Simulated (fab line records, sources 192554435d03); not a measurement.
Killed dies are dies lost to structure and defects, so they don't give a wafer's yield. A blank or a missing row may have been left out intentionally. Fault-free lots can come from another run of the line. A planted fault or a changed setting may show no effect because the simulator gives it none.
Matching of chambers -- flow n5-finfet -- 4 sister chambers for N5_MOL_CONTACT_COAG_ETCHBACK_134 on rie-diel-02
The step etches SiO2 in CHF3, target depth 10 nm, time 6.7 s. 8 wafers are shown with their chamber, then 8 later ones without.

## WAFERS WITH THEIR CHAMBER
wafer,chamber,rf-vpp-V (V),throttle-valve-pct (%)
L074.4,2,522,18.87
L081.3,1,524,18.48
L081.5,1,524,18.50
L087.2,2,522,18.50
L088.1,0,521,18.45
L088.2,3,523,18.79
L088.6,3,522,18.78
L091.1,0,522,18.46

## WAFERS WITH NO CHAMBER GIVEN
wafer,rf-vpp-V (V),throttle-valve-pct (%)
L091.2,521,18.50
L091.3,522,18.78
L094.4,520,18.48
L094.5,520,18.52
L094.6,522,18.78
L095.1,522,18.81
L095.4,519,18.49
L095.5,523,18.80

## WHICH CHAMBER EACH WENT THROUGH
wafer,from the rows above,in truth
L091.2,can't be placed: 0 or 2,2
L091.3,can't be placed: 2 or 3 or 0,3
L094.4,can't be placed: 0 or 2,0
L094.5,can't be placed: 0 or 2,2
L094.6,can't be placed: 2 or 3 or 0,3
L095.1,can't be placed: 2 or 3 or 0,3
L095.4,can't be placed: 0 or 2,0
L095.5,can't be placed: 3 or 2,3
Placed correctly: 0 of 8. From these rows, 8 cannot be placed; in 8 the true chamber is one of the candidates. Number placed wrongly: 0.
How it was worked out, from the rows above alone: a wafer's distance from a chamber is the root of the sum, over the readings, of the square of ((its reading less the chamber's mean) divided by the reading's scatter). The wafer belongs to the nearest chamber; if the next one is less than 2 further off, it can't be placed. For every chamber, the mean is computed from those of its wafers that are shown. The scatter: take each reading less its chamber's mean, square it, sum over the shown wafers, divide by the number of wafers less the number of chambers, and take the root.
